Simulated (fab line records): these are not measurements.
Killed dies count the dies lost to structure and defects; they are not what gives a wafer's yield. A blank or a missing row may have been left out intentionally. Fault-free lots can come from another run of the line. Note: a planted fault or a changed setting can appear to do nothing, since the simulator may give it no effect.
A lot that was struck, set against a sound lot / flow n5Finfet / 15 steps out of a route of 1938
Sound: these wafers, L359.2, L359.3, L359.5. Struck: wafers L372.2, L372.3, L372.5. The cause is named last.
For every step that has rows: the tool of each side, followed by ch and its chambers, followed by its first start. Under that, the readings that differ: sound wafers / struck wafers / difference of the means / sigmas: that difference in standard deviations of wafers without a fault.
alike: a reading whose means differ by less than 2 such deviations, as well as words and numbers matching on both sides. not compared: withheld readings; readings where some wafer has no value; bounds like >300 that might hide an equal value; numbers whose values overlap and for which the record gives no deviation.
The two part at a step that has a row with sigmas, a row that says differs or no value, or rows on one side only. Numbers that have no deviation but don't overlap get no sigmas and don't part them. A reading that every wafer of one side lacks parts them only if that side has two wafers or more.

first, 8 steps without rows for these wafers: N5_WELL_APT_HMDS_18 (time 60 s); N5_WELL_APT_COAT_19 (resist thk 950 nm); N5_WELL_APT_EBR_21; N5_WELL_APT_SOFTBAKE_20 (time 60 s); N5_WELL_APT_EXPOSE_22 (exposes mask PWELL, defocus 0 nm, target cd 200 nm); N5_WELL_APT_PEB_23 (peb time 90 s); N5_WELL_APT_DEVELOP_24 (develop time 45 s); N5_WELL_APT_HARDBAKE_29 (time 120 s).
N5_WELL_APT_CD_MEAS_25 targets a cd of 200 nm.
  sound on cdSem-03 ch 0, day 3 14:56; struck on cdSem-02 ch 0, day 6 20:42
  alike: cdNm
N5_WELL_APT_OVL_MEAS_26:
  sound on overlay-02 ch 0, day 3 14:58; struck on overlay-02 ch 0, day 6 20:44
  alike: PWELL_OVL
N5_WELL_APT_INSPECT_27: inspects for defects (macro).
  sound on defectInspect-01 at day 3 14:59; struck on defectInspect-01 at day 6 20:45
  alike: rawDefectCount
N5_WELL_APT_DESCUM_30: chemistry O2, time 7.9 s.
  sound on rieDiel-01 ch 1,3, day 3 15:01; struck on rieDiel-02 ch 0,1,3, day 6 20:47
  alike: drypumpMotorCurrentA, oesProductAu, rfVppV, showerheadPlenumPTorr, throttleValvePct
  not compared: rfHoursCounterH
N5_WELL_APT_IMPLANT_31:
  sound on implanter-01 ch 0, day 3 15:09; struck on implanter-02 ch 0, day 6 20:55
reading=doseIonsCm2; sound=1.4985e+13 1.4983e+13 1.4985e+13; struck=8.706e+12 8.733e+12 8.731e+12; difference=-6.261e+12; sigmas=-99 or more
reading=faradayCurrentUA; sound=195 187 189; struck=110 111 109; difference=-80; sigmas=-21
  alike: tiltDeg
then, 1 step without rows for these wafers: N5_WELL_APT_IMPLANT_32.
N5_PASSIVATION_PROBE_49:
  the record has rows for the sound wafers here (prober-02, day 14 15:04) and none for the struck ones

WHERE THEY PART
Last at N5_PASSIVATION_PROBE_49 as far as this record goes, first at N5_WELL_APT_IMPLANT_31.

WHY: the cause the simulator had injected
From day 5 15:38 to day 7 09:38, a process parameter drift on implanter-02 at N5_WELL_APT_IMPLANT_31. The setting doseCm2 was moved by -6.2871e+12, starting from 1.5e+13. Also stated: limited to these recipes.
